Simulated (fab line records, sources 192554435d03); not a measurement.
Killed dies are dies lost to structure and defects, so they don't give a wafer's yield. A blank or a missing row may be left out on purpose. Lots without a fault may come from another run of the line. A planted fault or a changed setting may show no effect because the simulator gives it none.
Chamber matching | flow n5_finfet | N5_BEOL_M5_DESCUM_33 on rie_diel-02: 4 sister chambers
The step chemistry O2, time 7 s. 16 wafers are shown with their chamber, then 8 later ones without.

WAFERS WITH THEIR CHAMBER
wafer  | chamber | drypump_motor_current_A (A) | showerhead_plenum_p_Torr (Torr) | throttle_valve_pct (%)
L076.1 | 2       | 6.0                         | 2.16                            | 20.58
L076.4 | 1       | 5.8                         | 2.04                            | 20.83
L076.6 | 1       | 5.8                         | 2.04                            | 20.81
L075.1 | 3       | 6.3                         | 2.11                            | 20.41
L075.3 | 2       | 6.0                         | 2.16                            | 20.58
L075.4 | 1       | 5.8                         | 2.04                            | 20.83
L080.2 | 0       | 5.0                         | 2.03                            | 20.36
L080.3 | 1       | 5.8                         | 2.04                            | 20.52
L080.4 | 2       | 6.0                         | 2.15                            | 20.59
L085.1 | 1       | 5.7                         | 2.03                            | 20.52
L085.3 | 3       | 6.3                         | 2.10                            | 20.43
L085.4 | 2       | 6.0                         | 2.15                            | 20.63
L086.1 | 0       | 5.0                         | 2.03                            | 20.37
L086.2 | 3       | 6.3                         | 2.10                            | 20.43
L086.4 | 1       | 5.8                         | 2.03                            | 20.55
L091.1 | 3       | 6.3                         | 2.09                            | 20.47

SIGNATURES (means of the wafers above)
reading                  | chamber 0 | chamber 1 | chamber 2 | chamber 3 | scatter within a chamber
drypump_motor_current_A  | 5.000     | 5.783     | 6.000     | 6.300     | 0.0264
showerhead_plenum_p_Torr | 2.0300    | 2.0367    | 2.1550    | 2.1000    | 0.00601
throttle_valve_pct       | 20.3650   | 20.6767   | 20.5950   | 20.4350   | 0.106
Rule: a wafer's distance from a chamber is the root of the sum, over the readings, of the square of ((its reading less the chamber's mean) divided by the reading's scatter). The wafer belongs to the nearest chamber; if the next one is less than 2 further off, it can't be placed. The scatter: the root of (the sum of the squares of (reading less its chamber's mean) over the shown wafers, divided by (wafers less chambers)).

WAFERS WITHOUT THEIR CHAMBER
wafer  | drypump_motor_current_A (A) | showerhead_plenum_p_Torr (Torr) | throttle_valve_pct (%)
L091.4 | 6.0                         | 2.14                            | 20.63
L091.6 | 6.3                         | 2.09                            | 20.45
L092.1 | 6.0                         | 2.14                            | 20.64
L092.4 | 5.0                         | 2.02                            | 20.40
L092.5 | 5.0                         | 2.02                            | 20.39
L096.1 | 5.0                         | 2.02                            | 20.39
L096.4 | 5.8                         | 2.03                            | 20.57
L096.5 | 6.0                         | 2.14                            | 20.64

WHICH CHAMBER EACH WENT THROUGH
wafer  | from the rows above | in truth
L091.4 | 2                   | 2
L091.6 | 3                   | 3
L092.1 | 2                   | 2
L092.4 | 0                   | 0
L092.5 | 0                   | 0
L096.1 | 0                   | 0
L096.4 | 1                   | 1
L096.5 | 2                   | 2
Placed correctly: 8 of 8. Can't be placed from these rows: 0. Placed wrongly: 0.
